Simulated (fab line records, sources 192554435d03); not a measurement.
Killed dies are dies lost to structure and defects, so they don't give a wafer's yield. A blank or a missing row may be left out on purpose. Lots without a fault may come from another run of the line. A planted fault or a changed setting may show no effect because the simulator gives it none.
Chamber matching | flow n5_finfet | N5_STI_FIN_REVEAL_STRIP_24 on rie_diel-01: 4 sister chambers
The step strips in N2/H2, time 90 s. 14 wafers are shown with their chamber, then 7 later ones without.

WAFERS WITH THEIR CHAMBER
wafer  | chamber | showerhead_plenum_p_Torr (Torr) | throttle_valve_pct (%) | oes_product_au (a.u.)
L074.2 | 1       | 3.46                            | 12.4                   | 0.69
L074.4 | 2       | 3.39                            | 12.7                   | 0.73
L074.5 | 1       | 3.46                            | 12.4                   | 0.68
L083.1 | 0       | 3.30                            | 11.7                   | 0.89
L083.3 | 1       | 3.45                            | 11.8                   | 0.99
L083.6 | 0       | 3.30                            | 11.8                   | 0.89
L084.1 | 2       | 3.37                            | 12.7                   | 0.72
L084.5 | 3       | 3.31                            | 12.0                   | 0.91
L084.6 | 2       | 3.37                            | 12.7                   | 0.72
L085.4 | 3       | 3.31                            | 12.0                   | 0.92
L085.5 | 0       | 3.30                            | 11.8                   | 0.89
L085.6 | 2       | 3.37                            | 12.7                   | 0.72
L087.2 | 3       | 3.30                            | 12.0                   | 0.89
L087.5 | 0       | 3.30                            | 11.8                   | 0.87

SIGNATURES (means of the wafers above)
reading                  | chamber 0 | chamber 1 | chamber 2 | chamber 3 | scatter within a chamber
showerhead_plenum_p_Torr | 3.3000    | 3.4567    | 3.3750    | 3.3067    | 0.00658
throttle_valve_pct       | 11.775    | 12.200    | 12.700    | 12.000    | 0.157
oes_product_au           | 0.8850    | 0.7867    | 0.7225    | 0.9067    | 0.0793
Rule: a wafer's distance from a chamber is the root of the sum, over the readings, of the square of ((its reading less the chamber's mean) divided by the reading's scatter). The wafer belongs to the nearest chamber; if the next one is less than 2 further off, it can't be placed. The scatter: the root of (the sum of the squares of (reading less its chamber's mean) over the shown wafers, divided by (wafers less chambers)).

WAFERS WITHOUT THEIR CHAMBER
wafer  | showerhead_plenum_p_Torr (Torr) | throttle_valve_pct (%) | oes_product_au (a.u.)
L087.6 | 3.37                            | 12.7                   | 0.72
L091.1 | 3.29                            | 11.8                   | 0.86
L091.3 | 3.30                            | 12.0                   | 0.89
L091.5 | 3.30                            | 12.0                   | 0.89
L092.1 | 3.44                            | 11.8                   | 0.93
L092.2 | 3.36                            | 12.8                   | 0.71
L092.6 | 3.36                            | 12.8                   | 0.71

WHICH CHAMBER EACH WENT THROUGH
wafer  | from the rows above     | in truth
L087.6 | 2                       | 2
L091.1 | can't be placed: 0 or 3 | 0
L091.3 | can't be placed: 3 or 0 | 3
L091.5 | can't be placed: 3 or 0 | 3
L092.1 | 1                       | 1
L092.2 | 2                       | 2
L092.6 | 2                       | 2
Placed correctly: 4 of 7. Can't be placed from these rows: 3 (the true chamber is among the candidates in 3). Placed wrongly: 0.
